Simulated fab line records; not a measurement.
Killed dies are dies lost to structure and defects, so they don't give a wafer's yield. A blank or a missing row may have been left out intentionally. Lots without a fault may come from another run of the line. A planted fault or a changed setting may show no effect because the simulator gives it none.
Which tool is to blame? -- flow nand harc -- 36 wafers from 12 lots sampled at 5 of the route's 1302 steps

WHAT THE GAUGES SHOWED, per wafer
NHARC_THIN_TSV_CD_MEAS_33 targets a cd of 5000 nm.
lot,measured,on,cd nm (nm)
L996,day 24 04:59,cd sem-03,4998.5 5003.1 5000.7
L997,day 24 06:50,cd sem-01,5003.2 5004.0 5003.8
L100,day 24 09:38,cd sem-01,5003.0 4998.3 5000.7
L101,day 25 12:00,cd sem-01,5000.7 4998.2 4998.3
L999,day 25 07:05,cd sem-03,5001.8 4998.7 5000.2
L102,day 25 08:37,cd sem-02,4997.4 4998.4 4998.5
L103,day 26 12:56,cd sem-03,4994.9 4996.1 4997.9
L108,day 28 09:57,cd sem-03,4998.7 4999.0 5001.9
L109,day 28 11:20,cd sem-02,5001.6 5002.7 5001.0
L116,day 31 10:22,cd sem-01,5001.1 5003.5 5002.3
L115,day 31 22:32,cd sem-02,5000.8 5002.1 5000.4
L118,day 32 02:46,cd sem-01,5000.6 5003.6 5003.6

NHARC_END_SORT_01.
lot,measured,on,defect limited yield (%),killed at array,killed at other,killed at periphery,killed dies,killed open,killed short
L108,day 28 19:44,prober-02,79.6 92.8 82.3,41 42 31,0 3 1,97 4 88,138 49 120,1 2 1,3 5 1
L109,day 28 18:57,prober-01,88.5 87.1 77.3,71 80 66,0 0 0,7 7 88,78 87 154,2 3 2,3 2 1

WHICH TOOL RAN EACH LOT (tool, then ch and the chambers of the sampled wafers, then the start)
lot,NHARC_P_M0_ETCH_34,NHARC_THIN_TSV_PVD_51,NHARC_THIN_TSV_CMP_21
L996,"rie diel-02 ch 0,1,2, day 5 06:35","pvd sputter-03, day 24 03:22 or earlier","cmp-02 ch 1,2, day 24 03:22"
L997,"rie diel-07 ch 0,3, day 5 11:00","pvd sputter-02, day 24 05:23 or earlier","cmp-02 ch 1,2, day 24 05:23"
L100,"rie diel-02 ch 0,1,3, day 6 18:12","pvd sputter-03, day 24 08:03 or earlier","cmp-01 ch 1,3, day 24 08:03"
L101,"rie diel-02 ch 1,2,3, day 7 00:08","pvd sputter-02, day 25 10:24 or earlier","cmp-02 ch 1,2, day 25 10:24"
L999,"rie diel-02 ch 1,3, day 7 11:38","pvd sputter-03, day 25 05:35 or earlier","cmp-01 ch 0,2, day 25 05:35"
L102,"rie diel-01 ch 0,3, day 7 16:34","pvd sputter-02, day 25 07:04 or earlier","cmp-01 ch 0,1,3, day 25 07:04"
L103,"rie diel-02 ch 0,2, day 8 05:48","pvd sputter-01, day 26 11:20 or earlier","cmp-01 ch 1,2, day 26 11:20"
L108,"rie diel-02 ch 2,3, day 10 03:20","pvd sputter-03, day 28 08:23 or earlier","cmp-01 ch 1,3, day 28 08:23"
L109,"rie diel-02 ch 0,2,3, day 10 11:25","pvd sputter-02, day 28 09:44 or earlier","cmp-04 ch 1,2,3, day 28 09:44"
L116,"rie diel-02 ch 0,1,3, day 13 07:27","pvd sputter-01, day 31 08:58 or earlier","cmp-04 ch 0,2,3, day 31 08:58"
L115,"rie diel-02 ch 0,2,3, day 13 07:47","pvd sputter-03, day 31 20:56 or earlier","cmp-04 ch 0,2,3, day 31 20:56"
L118,"rie diel-01 ch 0,2,3, day 14 06:27","pvd sputter-03, day 32 01:11 or earlier","cmp-01 ch 1,2,3, day 32 01:11"
- NHARC_P_M0_ETCH_34: etches the open film in N2/H2, target depth 40 nm, overetch 12 nm, time 43.94 s.
- NHARC_THIN_TSV_PVD_51: deposits Cu, target thk 100 nm.
- NHARC_THIN_TSV_CMP_21: polishes, t overpolish 30 s, target thk 2000 nm.

WHAT THE TOOLS THEMSELVES READ (means of the sampled wafers that have a number; where no wafer has one, the mark that the record gives instead)
NHARC_P_M0_ETCH_34.
lot,tool,drypump motor current A (A),n2 flow sccm (sccm),oes product au (a.u.),rf fwd power W (W),rf vpp V (V),showerhead plenum p Torr (Torr),throttle valve pct (%)
L996,rie diel-02,5.8,150.0,0.999,394.3,428.4,1.95,14.177
L997,rie diel-07,4.7,150.6,1.000,395.8,430.3,2.04,14.167
L100,rie diel-02,5.9,150.3,1.003,393.4,428.0,1.96,14.181
L101,rie diel-02,5.8,149.6,1.002,395.2,427.8,1.99,14.166
L999,rie diel-02,6.1,149.7,0.997,396.8,428.9,1.99,14.181
L102,rie diel-01,5.1,150.3,1.001,393.9,431.0,2.06,14.183
L103,rie diel-02,5.6,149.8,1.002,393.9,426.4,1.92,14.170
L108,rie diel-02,5.7,150.4,1.007,396.8,429.3,1.98,14.172
L109,rie diel-02,5.7,150.0,1.008,396.2,429.1,1.95,14.170
L116,rie diel-02,5.9,150.1,1.004,394.7,427.6,1.95,14.171
L115,rie diel-02,5.7,149.9,1.002,393.9,428.0,1.95,14.168
L118,rie diel-01,5.4,149.6,1.014,393.2,431.9,2.10,14.167

NHARC_THIN_TSV_PVD_51.
lot,tool,throttle valve pct (%)
L996,pvd sputter-03,30.5
L997,pvd sputter-02,29.3
L100,pvd sputter-03,31.1
L101,pvd sputter-02,30.4
L999,pvd sputter-03,30.4
L102,pvd sputter-02,29.9
L103,pvd sputter-01,31.3
L108,pvd sputter-03,30.5
L109,pvd sputter-02,30.0
L116,pvd sputter-01,30.8
L115,pvd sputter-03,30.4
L118,pvd sputter-03,30.1

NHARC_THIN_TSV_CMP_21.
lot,tool,motor current A (A),overpolish run s (s)
L996,cmp-02,11.0,29.993
L997,cmp-02,11.2,30.001
L100,cmp-01,12.4,30.004
L101,cmp-02,10.7,30.003
L999,cmp-01,11.2,30.002
L102,cmp-01,11.7,30.000
L103,cmp-01,11.2,29.995
L108,cmp-01,12.0,30.000
L109,cmp-04,12.2,30.005
L116,cmp-04,12.3,30.000
L115,cmp-04,11.6,30.005
L118,cmp-01,12.3,29.997

THE ANSWER, worked out from the rows above alone
Rule: what is usual is taken from the lots themselves. Put in order of their means at a reading, lots are off if they are a third of the lots or fewer, leave a main group of 4 or more, and stand apart from it by a gap of 3 or more times the standard deviation of the main group's means; of several such gaps the widest counts. Not used: any main group whose means are identical at the precision the tables above print for the reading. Also off: a lot with no number at a reading for which 4 or more lots have one. All remaining lots with rows at the step are treated as sound. After the gauges, taken in route order, come the tools' own readings; for these a lot's mean is taken, as printed above. The first step at which some lot is off is used, and at that step the reading that is off furthest; a lot without a number counts as furthest.
Across all readings shown, no lot is off: no conclusion can be drawn from this.

WHAT WAS PUT IN BY THE SIMULATOR
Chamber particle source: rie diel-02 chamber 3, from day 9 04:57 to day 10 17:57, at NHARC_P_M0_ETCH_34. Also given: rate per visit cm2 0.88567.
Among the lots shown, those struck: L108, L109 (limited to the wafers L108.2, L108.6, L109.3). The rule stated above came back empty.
